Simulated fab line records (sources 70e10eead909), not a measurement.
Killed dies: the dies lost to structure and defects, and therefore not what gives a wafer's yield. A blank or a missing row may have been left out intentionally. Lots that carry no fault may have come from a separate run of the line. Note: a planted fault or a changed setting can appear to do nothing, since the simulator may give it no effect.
The tool behind it: which one? | flow nand harc | 12 lots with 36 wafers sampled at 5 steps, on a route of 1159 steps

## WHAT EACH GAUGE READ, for each wafer
NHARC_END_SORT_01. Usual: killed at array 25, standard deviation 7.8; killed at other 0.6, standard deviation 0.81; killed at periphery 3.3, standard deviation 2.2; killed dies 29, standard deviation 8.2; killed open 3.5, standard deviation 1.9; killed short 1.8, standard deviation 1.3.
lot  | measured     | on        | killed at array | killed at other | killed at periphery | killed dies | killed open | killed short | flag
L758 | day 23 04:03 | prober-02 | 671 676 672     | 3 0 3           | 3 1 2               | 677 677 677 | 3 4 2       | 1 5 1        | OFF
L761 | day 23 03:17 | prober-01 | 673 675 672     | 3 0 2           | 1 2 3               | 677 677 677 | 4 1 3       | 0 2 2        | OFF
L762 | day 23 11:52 | prober-01 | 672 676 670     | 0 0 1           | 5 1 6               | 677 677 677 | 5 3 6       | 0 2 2        | OFF

## WHICH TOOL RAN EACH LOT (tool, then ch and the chambers of the sampled wafers, then the start)
lot  | NHARC_A_STAIRCASE_TRIM_189                    | NHARC_A_STAIRCASE_ETCH_192                    | NHARC_A_STAIRCASE_ETCH_201         | NHARC_A_STAIRCASE_STRIP_205
L749 | rie diel-07 ch 0,3, day 11 12:10 or earlier   | rie diel-07 ch 0,1,2, day 11 12:10 or earlier | rie diel-06 ch 1,3, day 11 12:10   | plasma asher-01 ch 0,1, day 11 13:15
L748 | rie diel-07 ch 0,1,3, day 11 12:07 or earlier | rie diel-07 ch 1,2,3, day 11 12:07 or earlier | rie diel-07 ch 1,2,3, day 11 12:07 | plasma asher-01 ch 0,1, day 11 12:58
L752 | rie diel-06 ch 0,2,3, day 12 00:07 or earlier | rie diel-06 ch 0,2,3, day 12 00:07 or earlier | rie diel-07 ch 0,1,3, day 12 00:07 | plasma asher-02 ch 0,1, day 12 00:32
L758 | rie diel-13 ch 2,3, day 14 08:52 or earlier   | rie diel-13 ch 0,2,3, day 14 08:52 or earlier | rie diel-13 ch 0,3, day 14 08:52   | plasma asher-02 ch 1, day 14 09:28
L761 | rie diel-06 ch 0,1,3, day 14 18:09 or earlier | rie diel-06 ch 1,3, day 14 18:09 or earlier   | rie diel-06 ch 0,2, day 14 18:09   | plasma asher-01 ch 0,1, day 14 18:37
L762 | rie diel-07 ch 0,3, day 14 18:32 or earlier   | rie diel-07 ch 1,2,3, day 14 18:32 or earlier | rie diel-07 ch 2,3, day 14 18:32   | plasma asher-01 ch 0,1, day 14 19:00
L764 | rie diel-13 ch 0,1, day 14 21:07 or earlier   | rie diel-13 ch 0,1,3, day 14 21:07 or earlier | rie diel-07 ch 0,1,3, day 14 21:07 | plasma asher-02 ch 0, day 14 21:33
L763 | rie diel-06 ch 0,1,3, day 15 02:54 or earlier | rie diel-06 ch 0,2,3, day 15 02:54 or earlier | rie diel-06 ch 2,3, day 15 02:54   | plasma asher-02 ch 0,1, day 15 03:23
L765 | rie diel-13 ch 0,2, day 15 06:28 or earlier   | rie diel-13 ch 0,2,3, day 15 06:28 or earlier | rie diel-13 ch 2,3, day 15 06:28   | plasma asher-02 ch 0, day 15 07:07
L767 | rie diel-06 ch 1,2, day 16 04:55 or earlier   | rie diel-06 ch 0,1,3, day 16 04:55 or earlier | rie diel-13 ch 1,2, day 16 04:55   | plasma asher-01 ch 0,1, day 16 05:55
L766 | rie diel-06 ch 0,1,3, day 16 05:08 or earlier | rie diel-06 ch 0,3, day 16 05:08 or earlier   | rie diel-06 ch 0,2, day 16 05:08   | plasma asher-01 ch 0,1, day 16 06:58
L770 | rie diel-13 ch 0,2, day 16 17:01 or earlier   | rie diel-13 ch 0,1,3, day 16 17:01 or earlier | rie diel-13 ch 1,2,3, day 16 17:01 | plasma asher-02 ch 0,1, day 16 17:34
- NHARC_A_STAIRCASE_TRIM_189: chemistry O2, time 211.2 s.
- NHARC_A_STAIRCASE_ETCH_192: etches the open film in C4F8/O2, target depth 100 nm, time 40.5 s.
- NHARC_A_STAIRCASE_ETCH_201: etches the open film in C4F8/O2, target depth 100 nm, time 40.5 s.
- NHARC_A_STAIRCASE_STRIP_205: strips in O2.

## WHAT THE TOOLS THEMSELVES READ (means of the sampled wafers that have a number; where no wafer has one, the mark that the record gives instead)
NHARC_A_STAIRCASE_TRIM_189. Usual: drypump motor current A 5.7 A, standard deviation 0.37; oes product au 0.996 a.u., standard deviation 0.013; rf vpp V 58.0 V, standard deviation 0.85; showerhead plenum p Torr 3.61 Torr, standard deviation 0.14; throttle valve pct 17.037 %, standard deviation 0.0093.
lot  | tool        | drypump motor current A (A) | oes product au (a.u.) | rf vpp V (V) | showerhead plenum p Torr (Torr) | throttle valve pct (%) | flag
L749 | rie diel-07 | 5.4                         | 0.990                 | 58.2         | 3.68                            | 17.037                 |
L748 | rie diel-07 | 5.6                         | 1.004                 | 58.3         | 3.63                            | 17.033                 |
L752 | rie diel-06 | 5.3                         | 1.006                 | 58.7         | 3.67                            | 17.039                 |
L758 | rie diel-13 | 5.4                         | 1.003                 | 58.0         | 3.41                            | 17.035                 |
L761 | rie diel-06 | 5.4                         | 0.991                 | 56.6         | 3.56                            | 17.041                 |
L762 | rie diel-07 | 5.5                         | 1.013                 | 57.6         | 3.66                            | 17.027                 |
L764 | rie diel-13 | 6.0                         | 0.989                 | 58.8         | 3.71                            | 17.041                 |
L763 | rie diel-06 | 5.4                         | 1.001                 | 57.6         | 3.56                            | 17.023                 |
L765 | rie diel-13 | 5.7                         | 1.000                 | 57.8         | 3.69                            | 17.033                 |
L767 | rie diel-06 | 5.5                         | 1.000                 | 58.4         | 3.60                            | 17.036                 |
L766 | rie diel-06 | 5.4                         | 0.992                 | 56.8         | 3.56                            | 17.030                 |
L770 | rie diel-13 | 5.7                         | 0.990                 | 58.2         | 3.68                            | 17.034                 |

NHARC_A_STAIRCASE_ETCH_192. Usual: bias w 999.8 W, standard deviation 2.7; chamber pressure mTorr 24.998 mTorr, standard deviation 0.024; oes product au 0.935 a.u., standard deviation 0.013; rf vpp V 899 V, standard deviation 4.8.
lot  | tool        | bias w (W) | chamber pressure mTorr (mTorr) | oes product au (a.u.) | rf vpp V (V) | flag
L749 | rie diel-07 | 997.7      | 24.998                         | 0.931                 | 902          |
L748 | rie diel-07 | 998.9      | 25.008                         | 0.939                 | 901          |
L752 | rie diel-06 | 1001.3     | 25.017                         | 0.934                 | 901          |
L758 | rie diel-13 | 1002.1     | 25.011                         | 0.928                 | 895          |
L761 | rie diel-06 | 1000.6     | 24.998                         | 0.931                 | 899          |
L762 | rie diel-07 | 999.6      | 25.002                         | 0.937                 | 900          |
L764 | rie diel-13 | 1000.1     | 24.999                         | 0.928                 | 896          |
L763 | rie diel-06 | 999.8      | 25.006                         | 0.952                 | 900          |
L765 | rie diel-13 | 1001.0     | 24.966                         | 0.927                 | 896          |
L767 | rie diel-06 | 999.9      | 24.974                         | 0.928                 | 896          |
L766 | rie diel-06 | 1001.5     | 25.003                         | 0.936                 | 901          |
L770 | rie diel-13 | 998.3      | 25.005                         | 0.927                 | 895          |

NHARC_A_STAIRCASE_ETCH_201. Usual: bias w 1000 W, standard deviation 3.1; chamber pressure mTorr 25.003 mTorr, standard deviation 0.023; oes product au 0.937 a.u., standard deviation 0.013; rf vpp V 898 V, standard deviation 5.1.
lot  | tool        | bias w (W) | chamber pressure mTorr (mTorr) | oes product au (a.u.) | rf vpp V (V) | flag
L749 | rie diel-06 | 999        | 25.028                         | 0.928                 | 899          |
L748 | rie diel-07 | 1003       | 24.986                         | 0.946                 | 900          |
L752 | rie diel-07 | 999        | 24.990                         | 0.945                 | 900          |
L758 | rie diel-13 | -          | -                              | -                     | -            | OFF
L761 | rie diel-06 | -          | -                              | -                     | -            | OFF
L762 | rie diel-07 | -          | -                              | -                     | -            | OFF
L764 | rie diel-07 | 1001       | 25.010                         | 0.943                 | 899          |
L763 | rie diel-06 | 999        | 24.994                         | 0.952                 | 901          |
L765 | rie diel-13 | 998        | 24.988                         | 0.935                 | 889          |
L767 | rie diel-13 | 1001       | 24.992                         | 0.926                 | 895          |
L766 | rie diel-06 | 999        | 25.000                         | 0.947                 | 899          |
L770 | rie diel-13 | 1000       | 25.013                         | 0.940                 | 891          |

NHARC_A_STAIRCASE_STRIP_205. Usual: drypump motor current A 5.7 A, standard deviation 0.33; heater power w 352 W, standard deviation 29.
lot  | tool            | drypump motor current A (A) | heater power w (W) | flag
L749 | plasma asher-01 | 6.0                         | 347                |
L748 | plasma asher-01 | 6.0                         | 348                |
L752 | plasma asher-02 | 5.3                         | 340                |
L758 | plasma asher-02 | 5.4                         | 370                |
L761 | plasma asher-01 | 6.0                         | 339                |
L762 | plasma asher-01 | 6.0                         | 359                |
L764 | plasma asher-02 | 5.3                         | 330                |
L763 | plasma asher-02 | 5.3                         | 345                |
L765 | plasma asher-02 | 5.3                         | 326                |
L767 | plasma asher-01 | 6.0                         | 342                |
L766 | plasma asher-01 | 6.0                         | 344                |
L770 | plasma asher-02 | 5.3                         | 341                |

## THE ANSWER, worked out from the rows above alone
Rule: lot off if the mean of its wafers having a number is beyond 3 standard deviations from the usual mean. A lot without any number at a reading at which 4 lots or more have one is off too. Where the step has rows for the other lots, those lots are counted as sound. After the gauges, taken in route order, come the tools' own readings; for these a lot's mean is taken, as printed above. At the first step where some lot is off, the reading lying furthest off is the one used; lots without a number count as furthest.
Off: L758, L761, L762 (NHARC_END_SORT_01, killed at array). Neither off nor sound, because the step has no rows for them: L749, L748, L752, L764, L763, L765, L767, L766, L770.
A tool fits if, at a process step before that reading, it ran every lot that is off, and no sound lot after the first of them. The gauges at NHARC_END_SORT_01 aren't tried: what is off there is off at NHARC_A_STAIRCASE_ETCH_201 too, on other tools, and a gauge's error can't cause that. Because NHARC_A_STAIRCASE_TRIM_189 lacks a start for some lots, the hours and order of its lots are taken from NHARC_A_STAIRCASE_ETCH_201. Because NHARC_A_STAIRCASE_ETCH_192 lacks a start for some lots, the hours and order of its lots are taken from NHARC_A_STAIRCASE_ETCH_201. Not one of the candidates tried fits.

## WHAT THE SIMULATOR HAD PUT IN
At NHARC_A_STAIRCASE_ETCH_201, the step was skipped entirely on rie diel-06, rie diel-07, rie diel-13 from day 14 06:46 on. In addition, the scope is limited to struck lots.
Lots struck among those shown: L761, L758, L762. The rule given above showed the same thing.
